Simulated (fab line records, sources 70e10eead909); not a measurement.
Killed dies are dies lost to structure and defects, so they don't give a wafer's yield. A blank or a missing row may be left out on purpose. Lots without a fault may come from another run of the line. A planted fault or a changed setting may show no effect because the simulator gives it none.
fab line records | flow nand_harc
record lots=13 wafers=39 last_day=33
route steps=1302 shown A_BLC@1128 A_M0@1150
lots that met no fault: from a run of the same line without faults
start_h: hours from the record's first day to the start of the lot's first wafer shown | wait_h: hours since the lot's step before | " the same as in the row above | L1.1+2: a row that stands for several wafers | - no value, or no start given | * or withheld: withheld | < > ~ a bound
route shown NAME@n: a module of which the file shows steps, and the number in the route of the first | usual: mean/standard deviation of fault-free wafers | same: alike in all rows | chamber/n: place in a boat | sites: the reading at each site | _std_site: their standard deviation | _edge_site: outer sites' mean less inner sites' | radius_mm: how far each site lies from the wafer's centre | mask NAME#n: copy n | behind: the tool/chamber that last shaped the wafer | hold: why the lot was held/for how many hours/how that ended | device: the transistor (n, p or np) that didn't switch | end of line: the same wafers' tests at the end of the route | a step without rows: its recipe alone | killed: dies lost to structure and defects at the first sort, not the wafer's yield | map: a wafer's dies, x killed, . not, _ none there
set.NAME: the setting as run; set.NAME@STEP: as run at that earlier step | model.NAME: the simulator's own value behind a step, which no gauge read
steps of the route over a sample of lots; a table a step, a row a wafer
services: from which hour (start_h, from the record's first day; less than 0 if before it) a tool's chamber was out of use, for how many hours, and why
## steps
# step NHARC_A_BLC_DEGAS_30
# recipe temp_c=300 time_s=60
# usual heater_power_w=459/44
# columns lot.wafer tool chamber start_h wait_h heater_power_w
L328.4 pvd_sputter-03 - 520.41 - 507
L328.1 " - " " 497
L328.2 " - " " 396
L329.3 pvd_sputter-02 - 528.80 - 526
L329.4 " - " " 485
L329.1 " - " " 457
L330.3 pvd_sputter-01 - 537.05 - 399
L330.4 " - " " 487
L330.2 " - " " 477
L332.2 pvd_sputter-03 - 550.42 - 453
L332.3 " - " " 522
L332.4 " - " " 473
L333.3 pvd_sputter-02 - 575.04 - 444
L333.6 " - " " 431
L333.5 " - " " 519
L334.2 pvd_sputter-01 - 576.86 - 482
L334.1 " - " " 477
L334.5 " - " " 411
L337.1 pvd_sputter-02 - 596.33 - 459
L337.4 " - " " 432
L337.5 " - " " 486
L335.4 pvd_sputter-03 - 597.46 - 450
L335.3 " - " " 371
L335.5 " - " " 448
L336.1 pvd_sputter-01 - 597.69 - 468
L336.2 " - " " 494
L336.6 " - " " 468
L341.3 pvd_sputter-03 - 644.46 - 444
L341.2 " - " " 523
L341.6 " - " " 382
L343.3 pvd_sputter-02 - 659.44 - 425
L343.6 " - " " 446
L343.5 " - " " 509
L342.4 pvd_sputter-02 - 664.29 - 430
L342.3 " - " " 493
L342.6 " - " " 418
L351.2 pvd_sputter-01 - 751.92 - 403
L351.4 " - " " 496
L351.3 " - " " 392
# step NHARC_A_M0_DESCUM_14
# recipe time_s=3 o2_flow_sccm=200 ar_flow_sccm=0 bias_power_w=0 chemistry=O2
# usual drypump_motor_current_A=5.8/0.35 oes_product_au=1.001/0.013 rf_vpp_V=57.8/0.86 showerhead_plenum_p_Torr=1.90/0.083 throttle_valve_pct=11.312/0.0091
# columns lot.wafer tool chamber start_h wait_h drypump_motor_current_A oes_product_au rf_hours_counter_h rf_vpp_V showerhead_plenum_p_Torr throttle_valve_pct
L328.2 rie_diel-06 2 523.02 0.1 6.0 1.008 1.4 59.7 1.99 11.313
L328.1 " 3 " " 5.6 0.992 1.4 56.7 1.88 11.319
L328.4 " 0 " " 6.6 0.994 1.1 59.0 2.05 11.328
L329.3 rie_diel-05 1 531.18 0.1 6.0 1.009 5.9 58.1 1.89 11.311
L329.1 " 2 " " 5.6 0.995 6.0 58.5 1.98 11.318
L329.4 " 0 " " 6.0 0.996 5.0 57.9 1.90 11.319
L330.4 rie_diel-05 3 539.40 0.1 5.5 0.989 5.1 58.2 1.78 11.305
L330.3 " 0 " " 6.0 0.980 6.0 56.7 1.90 11.320
L330.2 " 1 " " 5.9 0.990 7.0 57.4 1.89 11.320
L332.3 rie_diel-06 1 552.74 0.1 6.1 1.014 4.2 57.9 1.78 11.314
L332.2 " 2 " " 6.1 1.015 4.0 59.5 1.99 11.305
L332.4 " 3 " " 5.6 0.981 - 57.5 1.88 11.332
L333.3 rie_diel-06 1 577.40 0.1 6.2 1.016 5.1 56.9 1.78 11.303
L333.5 " 3 " " 5.6 0.996 - 57.5 1.88 11.307
L333.6 " 0 " " 6.6 0.990 - 60.9 2.05 11.311
L334.1 rie_diel-08 2 579.20 0.1 5.8 0.993 1.8 58.1 1.94 11.322
L334.2 " 3 " " 5.4 1.002 2.5 57.8 1.85 11.320
L334.5 " 0 " " 5.2 0.983 - 58.6 1.97 11.307
L337.1 rie_diel-05 3 598.80 0.1 5.5 1.009 0.1 57.1 1.78 11.318
L337.4 " 0 " " 6.0 1.004 0.0 57.8 1.90 11.323
L337.5 " 0 " " 6.0 0.991 - 57.9 1.90 11.316
L335.3 rie_diel-05 2 599.94 0.1 5.6 1.016 0.1 58.3 1.98 11.299
L335.4 " 0 " " 6.0 1.007 0.1 58.8 1.90 11.318
L335.5 " 2 " " 5.6 1.010 - 56.9 1.98 11.304
L336.1 rie_diel-06 2 600.15 0.1 6.1 1.027 5.4 58.3 1.99 11.309
L336.2 " 3 " " 5.6 0.995 5.6 58.9 1.88 11.323
L336.6 " 2 " " 6.1 1.016 - 58.6 1.99 11.300
L341.3 rie_diel-05 3 646.91 0.1 5.4 1.013 2.9 57.8 1.78 11.326
L341.2 " 1 " " 6.0 0.984 2.9 58.3 1.88 11.326
L341.6 " 3 " " 5.5 1.004 - 58.0 1.78 11.313
L343.3 rie_diel-05 2 661.92 0.1 5.6 1.017 3.3 57.0 1.98 11.302
L343.5 " 3 " " 5.5 0.996 - 57.6 1.78 11.302
L343.6 " 0 " " 6.0 0.983 - 57.1 1.90 11.314
L342.3 rie_diel-05 1 666.67 0.1 6.0 0.991 3.3 57.3 1.88 11.306
L342.4 " 0 " " 6.0 0.993 3.2 58.4 1.89 11.303
L342.6 " 1 " " 6.0 0.977 - 57.7 1.88 11.314
L351.3 rie_diel-05 1 754.57 0.1 6.0 0.989 4.8 57.6 1.88 11.315
L351.2 " 2 " " 5.6 1.015 7.6 56.9 1.98 11.326
L351.4 " 3 " " 5.5 1.004 7.3 56.8 1.77 11.332
# step NHARC_A_M0_ETCH_34
# recipe target_depth_a=400 overetch_a=120 time_s=43.94 ion_energy_ev=200 n2_flow_sccm=150 h2_flow_sccm=150 ar_flow_sccm=0 rf_w=400 bias_w=150 chemistry=N2/H2
# usual drypump_motor_current_A=5.8/0.34 oes_product_au=1.001/0.014 rf_vpp_V=430.1/2.5 run_length_s=64.9/0.49 showerhead_plenum_p_Torr=2.02/0.09 throttle_valve_pct=14.169/0.0096
# columns lot.wafer tool chamber start_h wait_h drypump_motor_current_A oes_product_au rf_hours_counter_h rf_vpp_V run_length_s showerhead_plenum_p_Torr throttle_valve_pct
L328.4 rie_diel-06 3 523.09 0.1 5.6 1.009 1.4 429.5 64.9 2.01 14.165
L328.1 " 0 " " 6.6 1.000 1.1 434.8 64.4 2.19 14.167
L328.2 " 2 " " 6.1 1.028 1.4 433.6 65.0 2.12 14.164
L329.3 rie_diel-05 0 531.26 0.1 6.0 0.990 5.0 431.3 65.2 2.02 14.171
L329.4 " 1 " " 6.0 0.997 5.9 430.0 64.9 2.01 14.181
L329.1 " 3 " " 5.5 0.996 4.3 428.1 64.5 1.89 14.179
L330.4 rie_diel-05 3 539.47 0.1 5.5 0.979 5.1 424.1 64.6 1.89 14.173
L330.3 " 0 " " 6.0 0.983 6.0 430.7 65.1 2.02 14.163
L330.2 " 2 " " 5.6 0.982 7.0 433.1 64.2 2.11 14.153
L332.2 rie_diel-06 1 552.84 0.1 6.2 1.033 4.2 426.3 64.4 1.89 14.168
L332.3 " 3 " " 5.6 0.996 4.2 429.5 64.7 2.01 14.151
L332.4 " 1 " " 6.2 1.023 - 426.3 64.5 1.89 14.160
L333.3 rie_diel-06 3 577.48 0.1 5.6 0.986 5.1 429.3 64.8 2.01 14.161
L333.6 " 1 " " 6.2 1.010 - 427.0 65.0 1.89 14.160
L333.5 " 2 " " 6.1 1.021 - 432.1 64.7 2.12 14.168
L334.2 rie_diel-08 3 579.27 0.1 5.4 1.003 2.5 428.9 65.0 1.97 14.163
L334.1 " 2 " " 5.8 0.997 1.8 432.1 66.3 2.07 14.163
L334.5 " 3 " " 5.5 0.995 - 429.2 64.7 1.97 14.174
L337.1 rie_diel-05 1 598.89 0.1 6.0 0.987 0.0 429.9 65.2 2.01 14.176
L337.4 " 2 " " 5.6 1.021 0.1 432.4 64.9 2.11 14.170
L337.5 " 1 " " 6.0 0.980 - 430.6 65.3 2.01 14.153
L335.3 rie_diel-05 0 600.01 0.1 6.0 1.004 0.1 430.0 65.1 2.02 14.179
L335.4 " 3 " " 5.5 1.006 0.2 425.3 64.5 1.89 14.157
L335.5 " 1 " " 6.0 0.988 - 430.1 65.4 2.01 14.172
L336.2 rie_diel-06 0 600.23 0.1 6.6 0.997 4.0 433.4 64.5 2.19 14.169
L336.1 " 2 " " 6.1 1.024 5.4 434.0 65.0 2.12 14.169
L336.6 " 1 " " 6.2 1.043 - 427.8 64.6 1.89 14.177
L341.2 rie_diel-05 1 646.99 0.1 6.0 0.976 2.9 430.1 65.0 2.01 14.167
L341.3 " 2 " " 5.6 1.010 3.0 431.9 64.3 2.11 14.164
L341.6 " 2 " " 5.6 1.007 - 432.6 64.3 2.11 14.159
L343.3 rie_diel-05 0 661.99 0.1 6.0 0.998 3.1 428.7 65.2 2.02 14.177
L343.5 " 2 " " 5.6 1.011 - 432.2 64.4 2.11 14.169
L343.6 " 3 " " 5.4 0.997 - 426.4 64.6 1.89 14.161
L342.3 rie_diel-05 0 666.76 0.1 6.0 0.991 3.2 430.4 65.4 2.02 14.178
L342.4 " 2 " " 5.6 1.007 3.4 432.9 64.4 2.11 14.172
L342.6 " 3 " " 5.5 0.999 - 426.8 64.4 1.89 14.163
L351.2 rie_diel-05 3 754.65 0.1 5.5 1.013 7.3 426.6 64.6 1.89 14.161
L351.3 " 1 " " 6.0 0.965 4.8 427.6 65.8 2.01 14.187
L351.4 " 2 " " 5.6 1.008 7.6 432.3 64.2 2.11 14.150
# step NHARC_A_M0_ETCH_15
# recipe target_depth_a=1500 overetch_a=150 time_s=82.5 c4f8_flow_sccm=withheld ar_flow_sccm=400 rf_w=600 bias_w=300 chemistry=C4F8/Ar
# usual oes_product_au=0.952/0.026 rf_vpp_V=440.3/2.8 run_length_s=103.4/0.48
# columns lot.wafer tool chamber start_h wait_h oes_product_au rf_hours_counter_h rf_vpp_V run_length_s
L328.4 rie_diel-06 3 523.18 - 0.965 1.4 440.8 103.8
L328.1 " 0 " " 0.969 1.2 445.3 103.2
L328.2 " 2 " " 0.963 1.5 442.3 103.4
L329.1 rie_diel-05 0 531.35 - 0.976 5.0 441.9 103.7
L329.3 " 2 " " 0.954 6.1 443.9 102.7
L329.4 " 3 " " 0.977 4.3 437.1 103.8
L330.3 rie_diel-05 2 539.56 - 0.919 7.0 443.2 102.7
L330.2 " 0 " " 0.917 6.0 440.6 103.7
L330.4 " 1 " " 0.927 7.1 440.1 103.6
L332.3 rie_diel-06 3 552.95 - 0.961 4.2 438.6 103.7
L332.2 " 1 " " 0.984 4.3 437.1 102.9
L332.4 " 3 " " 0.957 - 438.5 103.4
L333.3 rie_diel-06 0 577.58 - 0.949 3.5 445.6 103.1
L333.6 " 1 " " 0.996 - 437.1 103.1
L333.5 " 2 " " 0.996 - 444.5 103.4
L334.1 rie_diel-08 2 579.37 - 0.913 1.8 440.7 104.7
L334.2 " 3 " " 0.919 2.6 438.7 103.6
L334.5 " 1 " " 0.926 - 438.4 103.8
L337.4 rie_diel-05 3 598.98 - 0.967 0.1 435.1 103.1
L337.1 " 0 " " 0.966 0.1 440.4 104.0
L337.5 " 3 " " 0.976 - 437.6 102.9
L335.3 rie_diel-05 1 600.10 - 0.940 0.1 438.5 103.9
L335.4 " 3 " " 0.980 0.2 436.1 103.0
L335.5 " 2 " " 0.975 - 443.8 102.8
L336.1 rie_diel-06 3 600.33 - 0.978 5.6 441.0 103.2
L336.2 " 0 " " 0.967 4.0 445.3 102.8
L336.6 " 1 " " 0.970 - 438.0 103.3
L341.2 rie_diel-05 1 647.09 - 0.953 3.0 440.7 103.8
L341.3 " 2 " " 0.983 3.0 442.3 103.2
L341.6 " 3 " " 0.960 - 436.2 103.0
L343.3 rie_diel-05 1 662.08 - 0.961 3.2 440.3 103.7
L343.5 " 3 " " 0.969 - 436.8 103.8
L343.6 " 0 " " 0.952 - 439.9 103.6
L342.4 rie_diel-05 1 666.86 - 0.927 3.3 440.7 103.5
L342.3 " 2 " " 0.955 3.4 443.4 102.8
L342.6 " 3 " " 0.940 - 435.9 103.3
L351.3 rie_diel-05 2 754.74 - 0.980 7.6 443.6 89.8
L351.2 " 0 " " 0.962 7.2 440.2 90.4
L351.4 " 1 " " 0.943 4.8 438.6 103.7
## services
# columns tool chamber start_h hours kind
rie_diel-05 3 508.87 6.4 repair
rie_diel-06 2 517.52 3.5 repair
rie_diel-05 0 524.36 6.7 repair
pvd_sputter-03 - 526.00 10.0 pm
rie_diel-06 0 533.93 27.3 repair
pvd_sputter-03 - 560.40 6.0 repair
rie_diel-05 2 570.26 6.1 repair
pvd_sputter-01 - 582.00 10.0 pm
rie_diel-05 - 583.73 9.0 pm
rie_diel-06 - 586.36 0.4 repair
rie_diel-06 1 606.07 2.9 repair
pvd_sputter-02 - 638.06 10.0 pm
rie_diel-05 3 649.22 3.5 repair
rie_diel-06 - 661.21 9.0 pm
pvd_sputter-03 - 680.21 1.1 repair
pvd_sputter-03 - 683.92 2.5 repair
rie_diel-05 1 689.59 38.9 repair
rie_diel-06 3 697.35 2.2 repair
rie_diel-06 3 702.07 7.0 repair
pvd_sputter-03 - 704.00 10.0 pm
rie_diel-06 3 709.86 5.1 repair
rie_diel-05 0 740.64 8.2 repair
pvd_sputter-02 - 745.95 4.1 repair
rie_diel-06 0 752.98 1.7 repair
## key
first_sign step=NHARC_A_M0_ETCH_15 reading=run_length_s direction=down sigmas=28 usual=* struck=*
effect none on later readings
met_at NHARC_A_M0_ETCH_15
struck_lots L351
struck_wafers L351.2,L351.3
later_rows_left_out L351.2,L351.3
sort_left_out L351.2,L351.3
not_acting_at NHARC_A_BLC_DEGAS_30,NHARC_A_M0_DESCUM_14,NHARC_A_M0_ETCH_34
onset_between 666.86 754.74
fault kind=process_parameter_drift tool=rie_diel-05 chamber=- onset_h=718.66 steps=NHARC_A_M0_ETCH_15 channel=time_s offset=* shape=step end_h=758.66 scope=struck_wafers_only acts_in=* stated=*
# sort_left_out: the simulated sort isn't trusted on such a fault, so these wafers' sort isn't shown, and their yield isn't known
# later_rows_left_out: the simulator's readings of these wafers behind a module that went badly wrong aren't trusted and aren't shown, but for the sort
